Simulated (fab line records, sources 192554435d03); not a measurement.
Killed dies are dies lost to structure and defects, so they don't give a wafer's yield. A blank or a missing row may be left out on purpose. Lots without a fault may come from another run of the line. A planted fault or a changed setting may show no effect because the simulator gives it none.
Chamber matching | flow n5_finfet | N5_BEOL_M2_ETCH_64 on rie_diel-03: 4 sister chambers
The step etches SOC in N2/H2, target depth 75 nm, overetch 22.5 nm, time 121.9 s. 4 wafers are shown with their chamber, then 9 later ones without.

WAFERS WITH THEIR CHAMBER
wafer  | chamber | showerhead_plenum_p_Torr (Torr)
L082.5 | 2       | 2.52
L085.1 | 1       | 2.49
L085.3 | 0       | 2.41
L085.5 | 3       | 2.57

WAFERS WITHOUT THEIR CHAMBER
wafer  | showerhead_plenum_p_Torr (Torr)
L086.1 | 2.52
L086.3 | 2.48
L086.5 | 2.48
L089.1 | 2.56
L089.2 | 2.73
L089.6 | 2.56
L093.2 | 2.51
L093.4 | 2.72
L093.5 | 2.72

WHICH CHAMBER EACH WENT THROUGH
wafer  | from the rows above               | in truth
L086.1 | can't be placed: 2 or 1 or 3 or 0 | 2
L086.3 | can't be placed: 1 or 2 or 0 or 3 | 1
L086.5 | can't be placed: 1 or 2 or 0 or 3 | 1
L089.1 | can't be placed: 3 or 2 or 1 or 0 | 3
L089.2 | can't be placed: 3 or 2 or 1 or 0 | 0
L089.6 | can't be placed: 3 or 2 or 1 or 0 | 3
L093.2 | can't be placed: 2 or 1 or 3 or 0 | 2
L093.4 | can't be placed: 3 or 2 or 1 or 0 | 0
L093.5 | can't be placed: 3 or 2 or 1 or 0 | 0
Placed correctly: 0 of 9. Can't be placed from these rows: 9 (the true chamber is among the candidates in 9). Placed wrongly: 0.
How it was worked out, from the rows above alone: a wafer's distance from a chamber is the root of the sum, over the readings, of the square of ((its reading less the chamber's mean) divided by the reading's scatter). The wafer belongs to the nearest chamber; if the next one is less than 2 further off, it can't be placed. A chamber's mean is the mean of its shown wafers. The scatter: with one shown wafer a chamber, the root of the mean of the squares of how far each hidden wafer lies from its nearest shown one.
